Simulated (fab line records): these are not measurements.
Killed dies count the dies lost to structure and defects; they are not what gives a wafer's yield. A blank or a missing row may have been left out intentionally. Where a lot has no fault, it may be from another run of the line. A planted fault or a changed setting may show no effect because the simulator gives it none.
Which tool is to blame?	flow n5_finfet	24 lots with 72 wafers sampled at 6 steps, on a route of 1938 steps

## WHAT THE GAUGES READ, wafer by wafer
The record lacks any reading of a measuring or inspecting step that a usual standard deviation could be used to judge.

## EACH LOT AND THE TOOL THAT RAN IT (in order: tool; ch and the chambers of the sampled wafers; start)
lot	N5_BEOL_M2_SPUTTER_81	N5_BEOL_M2_SPUTTER_88	N5_BEOL_M2_ANNEAL_91	N5_BEOL_M3_VIA_ETCH_34	N5_BEOL_M3_ANNEAL_82	N5_BEOL_M3_ANNEAL_87
L074	pvd_sputter-01, day 7 04:56	pvd_sputter-01, day 7 05:22	pvd_sputter-01, day 7 05:40	rie_diel-01 ch 1,2,3, day 7 20:42	pvd_sputter-01, day 7 22:54	pvd_sputter-01, day 7 23:07
L075	pvd_sputter-03, day 7 06:58	pvd_sputter-03, day 7 07:24	pvd_sputter-03, day 7 07:42	rie_diel-01 ch 1,3, day 7 21:24	pvd_sputter-03, day 7 23:47	pvd_sputter-03, day 8 00:00
L076	pvd_sputter-01, day 7 09:43	pvd_sputter-01, day 7 10:10	pvd_sputter-01, day 7 10:28	rie_diel-01 ch 0,2,3, day 7 23:13	pvd_sputter-03, day 8 01:50	pvd_sputter-03, day 8 02:04
L077	pvd_sputter-01, day 8 02:19	pvd_sputter-01, day 8 02:45	pvd_sputter-01, day 8 03:03	rie_diel-06 ch 0,1,3, day 8 08:57	pvd_sputter-03, day 8 12:08	pvd_sputter-03, day 8 12:21
L078	pvd_sputter-03, day 8 03:41	pvd_sputter-03, day 8 04:07	pvd_sputter-03, day 8 04:25	rie_diel-03 ch 0,2, day 8 09:02	pvd_sputter-02, day 8 12:23	pvd_sputter-02, day 8 12:36
L079	pvd_sputter-02, day 8 07:10	pvd_sputter-02, day 8 07:37	pvd_sputter-02, day 8 07:55	rie_diel-01 ch 2,3, day 8 13:19	pvd_sputter-03, day 8 15:02	pvd_sputter-03, day 8 15:15
L080	pvd_sputter-01, day 8 14:02	pvd_sputter-01, day 8 14:29	pvd_sputter-01, day 8 14:47	rie_diel-01 ch 0,1, day 9 09:39	pvd_sputter-03, day 9 11:26	pvd_sputter-03, day 9 11:39
L081	pvd_sputter-02, day 9 01:35	pvd_sputter-02, day 9 07:02	pvd_sputter-02, day 9 07:20	rie_diel-06 ch 0,1,3, day 9 12:34	pvd_sputter-02, day 9 14:56	pvd_sputter-02, day 9 15:10
L082	pvd_sputter-03, day 9 15:19	pvd_sputter-03, day 9 15:45	pvd_sputter-03, day 9 16:03	rie_diel-06 ch 1,2,3, day 9 22:31	pvd_sputter-02, day 10 00:47	pvd_sputter-02, day 10 01:01
L083	pvd_sputter-01, day 9 20:26	pvd_sputter-01, day 9 20:53	pvd_sputter-01, day 9 21:11	rie_diel-06 ch 1,3, day 10 13:01	pvd_sputter-01, day 10 16:26	pvd_sputter-01, day 10 16:40
L084	pvd_sputter-02, day 9 21:58	pvd_sputter-02, day 9 22:25	pvd_sputter-02, day 9 22:43	rie_diel-01 ch 0,1, day 10 09:26	pvd_sputter-03, day 10 11:51	pvd_sputter-03, day 10 12:04
L086	pvd_sputter-01, day 9 22:31	pvd_sputter-01, day 9 22:58	pvd_sputter-01, day 9 23:16	rie_diel-03 ch 0,3, day 10 13:01	pvd_sputter-03, day 10 15:24	pvd_sputter-03, day 10 15:37
L085	pvd_sputter-02, day 10 07:22	pvd_sputter-02, day 10 07:48	pvd_sputter-02, day 10 08:06	rie_diel-01 ch 1,3, day 10 12:40	pvd_sputter-01, day 10 14:36	pvd_sputter-01, day 10 14:49
L088	pvd_sputter-03, day 10 19:34	pvd_sputter-03, day 10 20:00	pvd_sputter-03, day 10 20:18	rie_diel-03 ch 1,3, day 11 01:50	pvd_sputter-03, day 11 03:35	pvd_sputter-03, day 11 03:48
L087	pvd_sputter-01, day 10 19:40	pvd_sputter-01, day 10 20:06	pvd_sputter-01, day 10 20:24	rie_diel-01 ch 2,3, day 11 04:41	pvd_sputter-03, day 11 06:34	pvd_sputter-03, day 11 06:47
L090	pvd_sputter-03, day 10 21:24	pvd_sputter-03, day 10 21:50	pvd_sputter-03, day 10 22:08	rie_diel-01 ch 0,1, day 11 15:05	pvd_sputter-01, day 11 17:01	pvd_sputter-01, day 11 17:14
L089	pvd_sputter-03, day 10 23:30	pvd_sputter-03, day 10 23:56	pvd_sputter-03, day 11 00:14	rie_diel-01 ch 0,2, day 11 18:27	pvd_sputter-02, day 11 20:08	pvd_sputter-02, day 11 20:21
L091	pvd_sputter-02, day 12 00:46	pvd_sputter-02, day 12 01:13	pvd_sputter-02, day 12 01:31	rie_diel-06 ch 0,1, day 12 06:26	pvd_sputter-02, day 12 08:13	pvd_sputter-02, day 12 08:26
L092	pvd_sputter-03, day 12 01:48	pvd_sputter-03, day 12 02:14	pvd_sputter-03, day 12 02:32	rie_diel-06 ch 0,2,3, day 12 09:46	pvd_sputter-02, day 12 12:02	pvd_sputter-02, day 12 12:15
L093	pvd_sputter-03, day 12 03:38	pvd_sputter-03, day 12 04:05	pvd_sputter-03, day 12 04:23	rie_diel-01 ch 2,3, day 12 17:16	pvd_sputter-01, day 12 23:37	pvd_sputter-01, day 12 23:50
L094	pvd_sputter-01, day 12 05:25	pvd_sputter-01, day 12 05:52	pvd_sputter-01, day 12 06:10	rie_diel-03 ch 1,2, day 12 23:15	pvd_sputter-01, day 13 01:28	pvd_sputter-01, day 13 01:41
L095	pvd_sputter-03, day 12 09:06	pvd_sputter-03, day 12 09:32	pvd_sputter-03, day 12 09:50	rie_diel-03 ch 1,2,3, day 13 04:41	pvd_sputter-02, day 13 06:46	pvd_sputter-02, day 13 06:59
L096	pvd_sputter-02, day 12 14:47	pvd_sputter-02, day 12 15:14	pvd_sputter-02, day 12 15:32	rie_diel-06 ch 0,1,2, day 13 05:07	pvd_sputter-01, day 13 07:17	pvd_sputter-01, day 13 07:31
L097	pvd_sputter-03, day 13 09:47	pvd_sputter-03, day 13 10:13	pvd_sputter-03, day 13 10:31	rie_diel-01 ch 0,2,3, day 13 16:15	pvd_sputter-02, day 13 19:41	pvd_sputter-02, day 13 19:54
- N5_BEOL_M2_SPUTTER_81: material Cu, target thk 4.5 nm, time 8.29 s.
- N5_BEOL_M2_SPUTTER_88: material Cu, target thk 4.5 nm, time 8.29 s.
- N5_BEOL_M2_ANNEAL_91: time 240 s.
- N5_BEOL_M3_VIA_ETCH_34: etches the open film in C4F6/O2, target depth 69.4 nm, time 65.9 s.
- N5_BEOL_M3_ANNEAL_82: time 240 s.
- N5_BEOL_M3_ANNEAL_87: time 240 s.

## WHAT THE TOOLS THEMSELVES READ (means of the sampled wafers that have a number; where no wafer has one, the mark that the record gives instead)
N5_BEOL_M2_SPUTTER_81. Usual: throttle_valve_pct 30.1 %, standard deviation 1.
lot	tool	throttle_valve_pct (%)	flag
L074	pvd_sputter-01	29.2	
L075	pvd_sputter-03	30.6	
L076	pvd_sputter-01	30.1	
L077	pvd_sputter-01	29.6	
L078	pvd_sputter-03	30.5	
L079	pvd_sputter-02	29.8	
L080	pvd_sputter-01	29.5	
L081	pvd_sputter-02	29.9	
L082	pvd_sputter-03	30.6	
L083	pvd_sputter-01	29.7	
L084	pvd_sputter-02	31.7	
L086	pvd_sputter-01	29.6	
L085	pvd_sputter-02	29.9	
L088	pvd_sputter-03	30.5	
L087	pvd_sputter-01	29.3	
L090	pvd_sputter-03	30.6	
L089	pvd_sputter-03	30.8	
L091	pvd_sputter-02	31.5	
L092	pvd_sputter-03	30.6	
L093	pvd_sputter-03	30.7	
L094	pvd_sputter-01	29.1	
L095	pvd_sputter-03	30.6	
L096	pvd_sputter-02	29.9	
L097	pvd_sputter-03	30.2	

N5_BEOL_M2_SPUTTER_88. Usual: throttle_valve_pct 30.1 %, standard deviation 1.
lot	tool	throttle_valve_pct (%)	flag
L074	pvd_sputter-01	29.3	
L075	pvd_sputter-03	30.6	
L076	pvd_sputter-01	30.3	
L077	pvd_sputter-01	29.7	
L078	pvd_sputter-03	30.4	
L079	pvd_sputter-02	29.8	
L080	pvd_sputter-01	29.6	
L081	pvd_sputter-02	29.8	
L082	pvd_sputter-03	30.8	
L083	pvd_sputter-01	29.7	
L084	pvd_sputter-02	31.5	
L086	pvd_sputter-01	29.6	
L085	pvd_sputter-02	29.9	
L088	pvd_sputter-03	30.5	
L087	pvd_sputter-01	29.2	
L090	pvd_sputter-03	30.6	
L089	pvd_sputter-03	30.6	
L091	pvd_sputter-02	31.4	
L092	pvd_sputter-03	30.4	
L093	pvd_sputter-03	30.6	
L094	pvd_sputter-01	29.0	
L095	pvd_sputter-03	30.5	
L096	pvd_sputter-02	30.0	
L097	pvd_sputter-03	30.3	

N5_BEOL_M2_ANNEAL_91. Usual: heater_power_w 809 W, standard deviation 78; susceptor_temp_C_max 401.1, standard deviation 0.35.
lot	tool	heater_power_w (W)	susceptor_temp_C_max	flag
L074	pvd_sputter-01	838	401.3	
L075	pvd_sputter-03	805	401.0	
L076	pvd_sputter-01	830	401.1	
L077	pvd_sputter-01	798	401.2	
L078	pvd_sputter-03	747	400.6	
L079	pvd_sputter-02	854	400.7	
L080	pvd_sputter-01	762	401.4	
L081	pvd_sputter-02	933	400.9	
L082	pvd_sputter-03	772	401.4	
L083	pvd_sputter-01	786	401.3	
L084	pvd_sputter-02	926	401.1	
L086	pvd_sputter-01	787	401.6	
L085	pvd_sputter-02	874	401.2	
L088	pvd_sputter-03	738	400.6	
L087	pvd_sputter-01	746	401.1	
L090	pvd_sputter-03	764	400.7	
L089	pvd_sputter-03	796	401.2	
L091	pvd_sputter-02	918	401.1	
L092	pvd_sputter-03	742	400.9	
L093	pvd_sputter-03	834	400.8	
L094	pvd_sputter-01	802	401.0	
L095	pvd_sputter-03	747	400.9	
L096	pvd_sputter-02	809	401.0	
L097	pvd_sputter-03	798	401.1	

N5_BEOL_M3_VIA_ETCH_34. Usual: drypump_motor_current_A 5.53 A, standard deviation 0.28; oes_ar_750_au 0.76 a.u., standard deviation 0.062; oes_product_au 0.76 a.u., standard deviation 0.066; rf_vpp_V 667 V, standard deviation 6.3; showerhead_plenum_p_Torr 2.83 Torr, standard deviation 0.083; throttle_valve_pct 30.70 %, standard deviation 0.25.
lot	tool	drypump_motor_current_A (A)	oes_ar_750_au (a.u.)	oes_product_au (a.u.)	rf_vpp_V (V)	showerhead_plenum_p_Torr (Torr)	throttle_valve_pct (%)	flag
L074	rie_diel-01	5.63	0.74	0.74	667	2.83	30.67	
L075	rie_diel-01	5.62	0.74	0.74	666	2.87	30.58	
L076	rie_diel-01	5.47	0.77	0.77	669	2.82	30.78	
L077	rie_diel-06	5.50	0.83	0.83	670	2.83	30.53	
L078	rie_diel-03	5.41	0.74	0.74	664	2.84	31.07	
L079	rie_diel-01	5.69	0.73	0.73	669	2.80	30.77	
L080	rie_diel-01	5.25	0.79	0.78	670	2.89	30.86	
L081	rie_diel-06	5.50	0.82	0.82	669	2.82	30.54	
L082	rie_diel-06	5.68	0.79	0.79	669	2.85	30.54	
L083	rie_diel-06	5.38	0.76	0.76	666	2.76	30.65	
L084	rie_diel-01	5.25	0.78	0.78	670	2.88	30.86	
L086	rie_diel-03	5.66	0.71	0.70	662	2.80	30.80	
L085	rie_diel-01	5.63	0.72	0.73	666	2.86	30.60	
L088	rie_diel-03	5.54	0.72	0.71	665	2.74	30.82	
L087	rie_diel-01	5.69	0.73	0.73	666	2.77	30.67	
L090	rie_diel-01	5.42	0.73	0.73	668	2.90	30.76	
L089	rie_diel-01	5.48	0.73	0.73	674	2.83	30.93	
L091	rie_diel-06	5.66	0.84	0.85	672	2.88	30.45	
L092	rie_diel-06	5.48	0.77	0.78	671	2.83	30.50	
L093	rie_diel-01	5.68	0.73	0.73	665	2.76	30.69	
L094	rie_diel-03	5.27	0.73	0.73	668	2.76	31.13	
L095	rie_diel-03	5.40	0.82	0.81	665	2.75	30.90	
L096	rie_diel-06	5.78	0.82	0.82	671	2.90	30.45	
L097	rie_diel-01	5.48	0.74	0.74	669	2.80	30.83	

N5_BEOL_M3_ANNEAL_82. Usual: heater_power_w 816 W, standard deviation 79; susceptor_temp_C_max 401.1, standard deviation 0.34.
lot	tool	heater_power_w (W)	susceptor_temp_C_max	flag
L074	pvd_sputter-01	778	400.9	
L075	pvd_sputter-03	766	401.2	
L076	pvd_sputter-03	769	400.8	
L077	pvd_sputter-03	786	401.3	
L078	pvd_sputter-02	882	401.3	
L079	pvd_sputter-03	786	401.3	
L080	pvd_sputter-03	743	401.2	
L081	pvd_sputter-02	933	401.0	
L082	pvd_sputter-02	811	401.0	
L083	pvd_sputter-01	874	401.5	
L084	pvd_sputter-03	803	401.1	
L086	pvd_sputter-03	811	400.9	
L085	pvd_sputter-01	802	400.9	
L088	pvd_sputter-03	765	401.1	
L087	pvd_sputter-03	762	401.3	
L090	pvd_sputter-01	806	401.2	
L089	pvd_sputter-02	917	401.1	
L091	pvd_sputter-02	889	401.0	
L092	pvd_sputter-02	876	400.8	
L093	pvd_sputter-01	801	401.4	
L094	pvd_sputter-01	811	401.4	
L095	pvd_sputter-02	746	401.1	
L096	pvd_sputter-01	763	401.2	
L097	pvd_sputter-02	813	401.0	

N5_BEOL_M3_ANNEAL_87. Usual: heater_power_w 818 W, standard deviation 80; susceptor_temp_C_max 401.1, standard deviation 0.35.
lot	tool	heater_power_w (W)	susceptor_temp_C_max	flag
L074	pvd_sputter-01	776	401.1	
L075	pvd_sputter-03	770	400.9	
L076	pvd_sputter-03	769	400.8	
L077	pvd_sputter-03	780	401.4	
L078	pvd_sputter-02	877	401.0	
L079	pvd_sputter-03	794	400.8	
L080	pvd_sputter-03	751	401.1	
L081	pvd_sputter-02	925	401.3	
L082	pvd_sputter-02	818	400.6	
L083	pvd_sputter-01	876	401.6	
L084	pvd_sputter-03	820	400.9	
L086	pvd_sputter-03	811	401.3	
L085	pvd_sputter-01	798	401.4	
L088	pvd_sputter-03	774	401.3	
L087	pvd_sputter-03	765	401.0	
L090	pvd_sputter-01	798	401.3	
L089	pvd_sputter-02	931	401.2	
L091	pvd_sputter-02	897	400.9	
L092	pvd_sputter-02	884	401.0	
L093	pvd_sputter-01	809	401.4	
L094	pvd_sputter-01	831	401.2	
L095	pvd_sputter-02	753	401.2	
L096	pvd_sputter-01	767	401.6	
L097	pvd_sputter-02	807	400.9	

## THE ANSWER, worked out from the rows above alone
Rule: lot off if the mean of its wafers having a number is beyond 3 standard deviations from the usual mean. A lot without any number at a reading at which 4 lots or more have one is off too. The other lots that the step has rows for count as sound. Order of review: gauges by route order, followed by the tools' own readings, for which a lot's mean as printed above is used. At the first step where some lot is off, the reading lying furthest off is the one used; lots without a number count as furthest.
Across all readings shown, no lot is off: no conclusion can be drawn from this.

## WHAT THE SIMULATOR HAD INSERTED
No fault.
